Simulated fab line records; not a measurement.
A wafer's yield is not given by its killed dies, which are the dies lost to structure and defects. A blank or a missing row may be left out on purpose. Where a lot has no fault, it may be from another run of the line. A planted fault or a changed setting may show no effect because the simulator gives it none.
A struck lot beside a sound one ; flow n5Finfet ; 15 steps out of a route of 1938
Sound: the wafers L834.4, L834.5, L834.6. The struck wafers were L828.1, L828.4, L828.5. The cause comes at the end.
For every step that has rows: the tool of each side, followed by ch and its chambers, followed by its first start. Under that, the readings that differ: sound wafers ; struck wafers ; difference of the means ; sigmas: that difference in standard deviations of wafers without a fault.
alike: a reading whose means differ by less than 2 such deviations, as well as words and numbers matching on both sides. not compared: withheld readings; readings where some wafer has no value; bounds like >300 that might hide an equal value; numbers whose values overlap and for which the record gives no deviation.
The two part at a step that has a row with sigmas, a row that says differs or no value, or rows on one side only. Non-overlapping numbers with no deviation appear without sigmas and do not part them. Lack of a reading on every wafer of one side parts them only where that side has two or more wafers.

N5_HKMG_FIN_ETCHBACK_68: etches the open film in Cl2/Ar, stops on HfO2, target depth 0.5 nm.
  sound on rieMetal-03 ch 0,1, day 7 18:06; struck on rieMetal-01 ch 0,1, day 6 05:02
  alike: drypumpMotorCurrentA, oesProductAu, throttleValvePct
  not compared: rfHoursCounterH
N5_HKMG_FIN_STRIP_69: strips in N2/H2, time 360 s.
  sound on plasmaAsher-02 ch 0,1, day 7 18:19; struck on plasmaAsher-02 ch 0, day 6 05:11
  alike: drypumpMotorCurrentA, heaterPowerW
  not compared: rfHoursCounterH
then, 6 steps without rows for these wafers: N5_HKMG_FIN_ALD_21 (deposits TiN, target thk 1.5 nm, pulse time 1 s, purge time 3 s); N5_HKMG_FIN_ALD_72 (deposits W, target thk 2 nm, pulse time 1 s, purge time 2 s); N5_HKMG_FIN_W_FILL_22 (material W, target thk 60 nm, time 18.2 s); N5_HKMG_FIN_PRECLEAN_83 (cleans in DIW, time 57.5 s); N5_HKMG_FIN_SRD_84 (dry time 32 s); N5_HKMG_FIN_CMP_23 (polishes, stops on SiNx, t overpolish 10 s, target thk 46.326 nm).
N5_HKMG_FIN_CMP_94: polishes, stops on SiNx, t overpolish 4.7 s, target thk 43.299 nm.
  sound on cmp-03 ch 0,1, day 7 19:36; struck on cmp-04 ch 0,2,3, day 6 06:37
  alike: motorCurrentA
  not compared: padLifeWafers
N5_HKMG_FIN_INSPECT_28: inspects for defects (darkfield).
  sound on defectInspect-02, day 7 19:50; struck on defectInspect-01, day 6 06:49
  alike: rawDefectCount
N5_GATE_CUT_ETCHBACK_00: etches W in SF6/Cl2.
  sound on rieMetal-03 ch 0,1, day 7 19:54; struck on rieMetal-01 ch 1, day 6 06:51
  alike: drypumpMotorCurrentA, oesProductAu, throttleValvePct
  not compared: rfHoursCounterH
N5_GATE_CUT_ETCH_56: etches TiN in Cl2/Ar, target depth 21.6 nm.
  sound on rieMetal-03 ch 0,1, day 7 20:01; struck on rieMetal-01 ch 1, day 6 06:58
  no value came back on the struck wafers for any of 5 readings (biasW (W), chamberPressureMTorr (mTorr) and others); on the sound wafers biasW (W) reads 60.05 59.97 60.04
  not compared: rfHoursCounterH
N5_GATE_CUT_ETCHBACK_30: etches TiN in Cl2/Ar, target depth 3 nm.
  sound on rieMetal-03 ch 0,1, day 7 20:05; struck on rieMetal-01 ch 1, day 6 07:04
  alike: drypumpMotorCurrentA, oesProductAu, throttleValvePct
  not compared: rfHoursCounterH
N5_BEOL_M4_RC_MEAS_101:
  the record has rows for the sound wafers here (prober-01 ch 0, day 11 03:47) and none for the struck ones
-- here the record skips 8 days between the struck wafers' starts before and after, leaving off in module BEOL_M4 and picking up in module PASSIVATION (first step shown: number 1936 of the route) --
N5_PASSIVATION_PROBE_49:
  the record has rows for the struck wafers here (prober-01, day 14 06:38) and none for the sound ones

## WHERE THEY PART
At N5_GATE_CUT_ETCH_56 first; at N5_PASSIVATION_PROBE_49 last (within this record only).

WHY: whatever the simulator had introduced
Entire step skipped (rieMetal-01, N5_GATE_CUT_ETCH_56), from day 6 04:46 onward. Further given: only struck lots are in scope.
